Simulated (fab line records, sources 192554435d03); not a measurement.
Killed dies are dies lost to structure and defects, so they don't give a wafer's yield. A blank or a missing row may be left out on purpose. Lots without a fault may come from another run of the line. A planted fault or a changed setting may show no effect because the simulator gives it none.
One fault seen from 2 desks | flow n5_finfet | each desk has only its own numbers; what lay behind them comes last

THE TOOL OWNER'S DESK: lpcvd-02
The tool's own readings at N5_DUMMY_GATE_CVD_03 (deposits a-Si from SiH4, target thk 150 nm, time 8042 s): means of the sampled wafers that have a number, for each lot that ran on this tool. A lot is out of limits, marked OUT, if its mean lies more than 4 standard deviations from the usual mean; the brackets give that distance.
Columns: A = zone_power_bottom_pct at N5_DUMMY_GATE_CVD_03, usual 10.8 %
lot  | first seen here | A
L618 | day 4 01:22     | 10.2
L619 | day 4 07:52     | 12.1
L621 | day 4 20:42     | 10.2
L633 | day 7 21:43     | 12.1
L635 | day 8 12:19     | 12.1
This desk's finding: nothing out of limits on any of the 5 lots.

THE METROLOGY DESK
What the gauges read, lot by lot, whatever tool the lot ran on: means of the sampled wafers that have a number. A lot is out of limits, marked OUT, if its mean lies more than 4 standard deviations from the usual mean; the brackets give that distance. Of its 10 readings 7 are shown: those that lie furthest out on some lot.
Columns: A = DIBL_P at N5_BEOL_M4_RC_MEAS_101, usual 36.7 mV/V; B = IOFF_N at N5_BEOL_M4_RC_MEAS_101, usual 0.16 nA/um; C = IOFF_P at N5_BEOL_M4_RC_MEAS_101, usual 0.22 nA/um; D = ION_N at N5_BEOL_M4_RC_MEAS_101, usual 673 uA/um; E = ION_P at N5_BEOL_M4_RC_MEAS_101, usual 463 uA/um; F = VT_N at N5_BEOL_M4_RC_MEAS_101, usual 249 mV; G = VT_P at N5_BEOL_M4_RC_MEAS_101, usual -249 mV
lot  | first seen here | A    | B    | C    | D   | E   | F   | G
L614 | day 8 05:27     | 37.1 | 0.15 | 0.22 | 669 | 462 | 249 | -251
L618 | day 9 03:50     | 37.0 | 0.19 | 0.23 | 679 | 458 | 246 | -250
L619 | day 9 14:52     | 34.4 | 0.14 | 0.17 | 659 | 452 | 253 | -252
L629 | day 12 15:14    | 37.1 | 0.18 | 0.25 | 669 | 462 | 247 | -247
L632 | day 13 14:06    | 39.8 | 0.18 | 0.24 | 680 | 466 | 250 | -250
L635 | day 13 20:07    | 34.6 | 0.14 | 0.22 | 669 | 465 | 250 | -247
L633 | day 13 23:58    | 39.1 | 0.22 | 0.32 | 697 | 484 | 244 | -242
L634 | day 14 01:58    | 37.1 | 0.16 | 0.21 | 668 | 459 | 249 | -250
This desk's finding: nothing out of limits on any of the 8 lots.

PUT TOGETHER
The tool owner's desk saw nothing out of limits.
The metrology desk saw nothing out of limits.

WHAT THE SIMULATOR HAD PUT IN
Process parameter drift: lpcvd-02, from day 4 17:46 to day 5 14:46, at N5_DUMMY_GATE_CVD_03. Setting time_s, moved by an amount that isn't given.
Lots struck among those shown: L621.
